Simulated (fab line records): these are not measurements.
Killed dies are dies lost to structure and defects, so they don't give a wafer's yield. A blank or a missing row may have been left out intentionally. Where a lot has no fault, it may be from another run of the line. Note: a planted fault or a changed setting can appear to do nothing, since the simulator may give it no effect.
Lot-split experiment	flow n5_finfet	21 wafers read from 7 lots, route of 1938 steps

ABOUT THE SPLIT
At N5_BEOL_M5_ETCH_72 (etches underlayer in N2/H2, target depth 6.5 nm, time 5.2 s), the setting bias_w was moved away from the recipe's 150 W on 6 of the 21 wafers read, by -15.0% to +16.2%. The other wafers ran this setting at the recipe's value.

Reading taken at the split's own step.

THE READING
rf_vpp_V, in V, at N5_BEOL_M5_ETCH_72 (etches underlayer in N2/H2, target depth 6.5 nm, time 5.2 s). On this fab line, fault-free wafers typically give 524 V with a standard deviation of 3 V.

wafer	tool, chamber at the split	bias_w as run, W	against the recipe	rf_vpp_V, V	against lot-mates on the recipe
L074.1	rie_diel-05, 3	142.1	-5.3%	505	-20
L074.3	rie_diel-05, 1	150	recipe	524	-
L074.5	rie_diel-05, 2	150	recipe	527	-
L076.1	rie_diel-05, 1	127.5	-15.0%	474	-54
L076.4	rie_diel-05, 2	127.5	-15.0%	478	-50
L076.5	rie_diel-05, 1	150	recipe	528	-
L077.1	rie_diel-02, 3	173.1	+15.4%	574	+48
L077.4	rie_diel-02, 0	150	recipe	524	-
L077.5	rie_diel-02, 1	150	recipe	529	-
L080.1	rie_diel-06, 1	150	recipe	525	-
L080.2	rie_diel-06, 0	150	recipe	518	-
L080.6	rie_diel-06, 3	150	recipe	520	-
L082.1	rie_diel-05, 2	150	recipe	525	-
L082.4	rie_diel-05, 0	150	recipe	521	-
L082.6	rie_diel-05, 2	150	recipe	526	-
L083.4	rie_diel-02, 2	165.5	+10.3%	553	+29
L083.5	rie_diel-02, 2	150	recipe	519	-
L083.6	rie_diel-02, 1	150	recipe	529	-
L086.3	rie_diel-02, 1	174.3	+16.2%	580	+58
L086.4	rie_diel-02, 3	150	recipe	523	-
L086.5	rie_diel-02, 2	150	recipe	521	-

FIT RESULTS
A straight line over all 21 wafers: rf_vpp_V changes by +3.24 V for each +1% of bias_w; r = +0.99; the points scatter about the line by 3.4 V.
The same after taking each lot's own level away (the mean of its wafers on the recipe; 21 wafers): +3.36 V for each +1%; r = +0.99; scatter 3.1 V.
According to that fit, moving bias_w by its largest amount changes the reading by 54 V.
The span of the lots' own levels, 521.0 to 528.0 V, comes to 2.3 times the standard deviation stated above.
Consequently the slope shifts little with the lot-to-lot level, the two slopes agreeing.
Check: for one of the wafers moved furthest among these (+16.2%), held out of the fit, the line's prediction against its lot-mates is +52.2 V. Against them it came out at +58 V.
Tool readings at the split's step, against how far the setting was moved: rf_vpp_V r = +0.99.

OTHER SPLITS APPLIED TO THESE WAFERS
Note: prior to the reading, these wafers also went through further splits. Each is held against what the fit with the lots' levels taken away leaves over:
other split on the same wafers	wafers away from the commonest value	r with rf_vpp_V (lot level and that fit taken away)
N5_BEOL_M4_COAT_05 spin_rpm	9	-0.20
N5_BEOL_M4_TRENCH_ETCH_37 source_w	7	+0.00
N5_BEOL_M5_EXPOSE_08 dose_mj	4	-0.13

THE FILE'S OWN FIT
rf_vpp_V changes by +3.3 V for each +1% of bias_w, r = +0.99.
